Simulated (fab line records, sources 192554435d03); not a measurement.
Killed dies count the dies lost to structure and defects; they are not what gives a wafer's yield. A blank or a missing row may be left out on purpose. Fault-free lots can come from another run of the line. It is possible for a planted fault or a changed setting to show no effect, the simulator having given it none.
Code-filled problem report in 8D (eight disciplines) form ; flow n5Finfet ; the parts of the form that need people (team, actions taken, sign-off) are left out

1. WHAT WENT WRONG
Wafers without a fault read 30.0 s, standard deviation 0.75; barrierFieldEndpointS at N5_BEOL_M13_CMP_49 reads a mean of 41.9 s on 3 wafers belonging to 2 lots. Relative to the usual mean, that is a shift of +16 standard deviations.
The step: polishes, stops on SiOC, t overpolish 17.1 s, target thk 420 nm.
First observed at day 14 11:15: wafer L713.3, on cmp-03. Wafers with a number at this step in the record: 29, from 10 lots. Rule for "out", or "out of limits": more than 4 standard deviations from the usual mean. Any other wafer with a number is counted as sound.

2. WHAT IT IS, WHAT IT ISN'T
question;is;is not
which readings at this step;barrierFieldEndpointS;-
which lots;L713, L714;L707, L709, L722, L724, L725, L726, L727, L728
which wafers of those lots;L713.3, L714.2, L714.3;L713.1, L713.6, L714.1
read on which tools;cmp-01, cmp-03;-
when;from day 14 11:15;"up to then (7 sound wafers); but 19 sound wafers of L714, L722, L724, L725, L726, L727, L728 came after"

3. SUSPECTS, AND WHAT RULES EACH OUT
Counting: if a tool at a process step up to the reading ran every lot that is out, it stays a suspect. Sound lots after the first of them don't rule it out here, since some wafers of a struck lot are sound.
- rieDiel-01 at N5_BEOL_M13_ETCH_67 (etches SiARC in CF4, target depth 143 nm, time 238.3 s): kept. It ran every lot that is out, first L713 (day 14 05:16).
- pvdSputter-01 at N5_BEOL_M13_SPUTTER_44 (material Ta, target thk 10 nm, time 16.13 s): kept. It ran every lot that is out, first L713 (day 14 10:18).
- Within rieDiel-01 at N5_BEOL_M13_ETCH_67: the wafers that are out ran in chambers 1, 2; their sound lot-mates ran in chambers 0, 3.
After counting, rieDiel-01 at N5_BEOL_M13_ETCH_67 and pvdSputter-01 at N5_BEOL_M13_SPUTTER_44 remain.

4. THE CAUSE (what the simulator had put in)
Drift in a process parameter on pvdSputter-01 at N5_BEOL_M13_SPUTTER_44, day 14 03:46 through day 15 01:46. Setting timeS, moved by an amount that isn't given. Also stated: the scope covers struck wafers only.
Of the 2 suspects that counting leaves, this tool is one.

5. THE EFFECT CHAIN, in route order
Each row: a reading where the mean over the struck wafers with a number is more than 3 standard deviations away from the usual. Scope: only readings with a usual standard deviation given in the record; hours: median across lots of the time from each lot's start at the first step in this table that gives one to its start at this step; sigmas: change in usual standard deviations.
hours;step;reading;usual;on struck wafers;change;sigmas
0;N5_BEOL_M13_CMP_49;barrierFieldEndpointS;30.0 s;41.9;+11.9;+16
Process steps it contains:
- N5_BEOL_M13_CMP_49: polishes, stops on SiOC, t overpolish 17.1 s, target thk 420 nm.
At these later measuring or inspecting steps, every struck wafer for which the step has a row has a number for every such reading, and none has moved that far: N5_BEOL_M13_THK_MEAS_50.

6. WHAT WOULD HAVE CAUGHT IT SOONER
First out-of-limits reading in this record: day 14 11:15, which is 7 hours after fault onset at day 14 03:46.
Tool readings at N5_BEOL_M13_SPUTTER_44 with a usual standard deviation given in the record: none out on any struck wafer, hence no alarm at a limit of 4 standard deviations on them.
Of the lots that are out (2), L714 began N5_BEOL_M13_SPUTTER_44 on pvdSputter-01 after day 14 11:15. A hold on the tool at that time would have spared it.
